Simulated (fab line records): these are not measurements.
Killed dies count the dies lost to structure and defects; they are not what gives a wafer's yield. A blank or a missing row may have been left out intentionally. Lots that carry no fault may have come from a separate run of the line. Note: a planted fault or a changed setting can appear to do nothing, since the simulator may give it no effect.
A struck lot beside a sound one	flow nand harc	17 steps out of a route of 1159
Sound: the wafers L139.1, L139.2, L139.3. The struck wafers were L140.4, L140.5, L140.6. The cause is given at the end.
Each step with rows lists, per side, the tool, then ch with its chambers, then its first start. Under that, the readings that differ: sound wafers	struck wafers	difference of the means	sigmas: that difference in standard deviations of wafers without a fault.
alike: a reading whose means differ by less than 2 such deviations, as well as words and numbers matching on both sides. not compared: withheld readings; readings where some wafer has no value; bounds like >300 that might hide an equal value; numbers whose values overlap and for which the record gives no deviation.
Wherever a step has rows on one side only, a row that says differs or no value, or a row with sigmas, the two part there. Numbers that don't overlap but have no deviation are shown without sigmas and don't part them. A reading missing from all wafers of one side parts the sides only when that side holds two or more wafers.

NHARC_P_GATE_CD_MEAS_59 targets a cd of 720 nm.
  sound on cd sem-01 ch 0, day 6 13:22; struck on cd sem-01 ch 0, day 6 14:02
  alike: cd nm
then, 1 step without rows for these wafers: NHARC_P_GATE_HARDBAKE_60 (time 80 s).
NHARC_P_GATE_DESCUM_61: chemistry O2, time 3 s.
  sound on rie diel-01 ch 0,1,2, day 6 13:32; struck on rie diel-05 ch 0,2,3, day 6 14:13
  alike: drypump motor current A, o2 flow sccm, oes product au, rf vpp V, showerhead plenum p Torr, throttle valve pct
  not compared: rf hours counter h
following that, these wafers have no rows for 1 step: NHARC_P_GATE_IMPLANT_62.
NHARC_P_GATE_STRIP_112: strips in N2/H2, time 200 s.
  sound on plasma asher-01 ch 0,1, day 6 13:54; struck on plasma asher-02 ch 0,1, day 6 14:41
  alike: drypump motor current A, heater power w
  not compared: rf hours counter h
NHARC_P_GATE_STRIP_76: strips in O2.
  sound on plasma asher-01 ch 0,1, day 6 14:10; struck on plasma asher-02 ch 0,1, day 6 14:51
  alike: drypump motor current A, heater power w
  not compared: rf hours counter h
then, 6 steps without rows for these wafers: NHARC_P_GATE_STRIP_63 (strips in SPM, time 900 s); NHARC_P_GATE_DEHYDRATE_83 (time 120 s); NHARC_P_GATE_HMDS_84 (time 30 s); NHARC_P_GATE_COAT_85; NHARC_P_GATE_SOFTBAKE_86 (time 95 s); NHARC_P_GATE_EBR_87.
NHARC_P_GATE_EXPOSE_88: exposes mask P HVN, target cd 2000 nm.
  sound on krf scanner-01 ch 0, day 6 14:48; struck on krf scanner-04 ch 0, day 6 15:36
reading	sound	struck	difference	sigmas
mask	P_HVN#0 P_HVN#0 P_HVN#0	P_PSD#0 P_PSD#0 P_PSD#0	differs	
  alike: focus offset nm
then, 2 steps without rows for these wafers: NHARC_P_GATE_PEB_89 (peb time 85 s); NHARC_P_GATE_DEVELOP_90 (time 70 s).
NHARC_P_GATE_CD_MEAS_91 targets a cd of 2000 nm.
  sound on cd sem-01 ch 0, day 6 14:57; struck on cd sem-01 ch 0, day 6 15:45
reading	sound	struck	difference	sigmas
cd nm (nm)	2000.6 2000.8 2000.9	- - -	no value on the struck wafers	
then, 1 step without rows for these wafers: NHARC_P_GATE_HARDBAKE_92 (time 80 s).

== WHERE THEY PART ==
At NHARC_P_GATE_EXPOSE_88 first; at NHARC_P_GATE_CD_MEAS_91 last (within this record only).

WHY: the cause the simulator had injected
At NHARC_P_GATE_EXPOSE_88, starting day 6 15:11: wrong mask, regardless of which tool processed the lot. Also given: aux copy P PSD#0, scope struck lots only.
